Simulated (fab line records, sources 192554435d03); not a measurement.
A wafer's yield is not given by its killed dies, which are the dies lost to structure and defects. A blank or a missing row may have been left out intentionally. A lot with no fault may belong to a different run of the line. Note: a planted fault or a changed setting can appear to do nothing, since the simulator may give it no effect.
Matching of chambers -- flow n5Finfet -- N5_BEOL_M9_VIA_ETCH_34 on rieDiel-06 has 4 sister chambers
The step etches SiCOH lowk in C4F6/O2, target depth 182.4 nm, time 68.4 s. 16 wafers are shown with their chamber, then 8 later ones without.

WAFERS WITH THEIR CHAMBER
wafer,chamber,showerheadPlenumPTorr (Torr),drypumpMotorCurrentA (A),throttleValvePct (%)
L076.3,3,2.89,5.5,20.69
L076.4,1,2.81,5.5,20.53
L076.5,2,2.95,5.2,21.28
L077.2,1,2.81,5.5,20.53
L077.3,2,2.95,5.2,21.27
L077.6,2,2.95,5.2,21.26
L081.1,2,2.95,5.2,21.29
L081.3,0,2.78,5.9,20.67
L081.5,3,2.89,5.5,20.70
L087.2,2,2.95,5.2,21.29
L087.5,1,2.80,5.5,20.55
L087.6,0,2.78,5.9,20.71
L090.2,2,2.94,5.2,21.33
L090.4,0,2.78,5.9,20.72
L090.6,2,2.94,5.2,21.31
L091.1,0,2.78,6.0,20.73

SIGNATURES (averages over the wafers above)
reading,chamber 0,chamber 1,chamber 2,chamber 3,scatter within a chamber
showerheadPlenumPTorr,2.7800,2.8067,2.9471,2.8900,0.00418
drypumpMotorCurrentA,5.925,5.500,5.200,5.500,0.025
throttleValvePct,20.7075,20.5367,21.2900,20.6950,0.022
Rule: a wafer's distance from a chamber is the root of the sum, over the readings, of the square of ((its reading less the chamber's mean) divided by the reading's scatter). The wafer belongs to the nearest chamber; if the next one is less than 2 further off, it can't be placed. The scatter: the root of (the sum of the squares of (reading less its chamber's mean) over the shown wafers, divided by (wafers less chambers)).

WAFERS WITHOUT THEIR CHAMBER
wafer,showerheadPlenumPTorr (Torr),drypumpMotorCurrentA (A),throttleValvePct (%)
L091.3,2.94,5.2,21.31
L091.6,2.94,5.2,21.30
L094.1,2.77,5.9,20.73
L094.2,2.80,5.5,20.58
L094.6,2.79,5.5,20.59
L095.1,2.87,5.5,20.75
L095.3,2.77,5.9,20.74
L095.5,2.87,5.5,20.76

THE CHAMBER EACH PASSED THROUGH
wafer,from the rows above,in truth
L091.3,2,2
L091.6,2,2
L094.1,0,0
L094.2,1,1
L094.6,1,1
L095.1,3,3
L095.3,0,0
L095.5,3,3
Placed correctly: 8 of 8. Can't be placed from these rows: 0. Wrongly placed: 0.
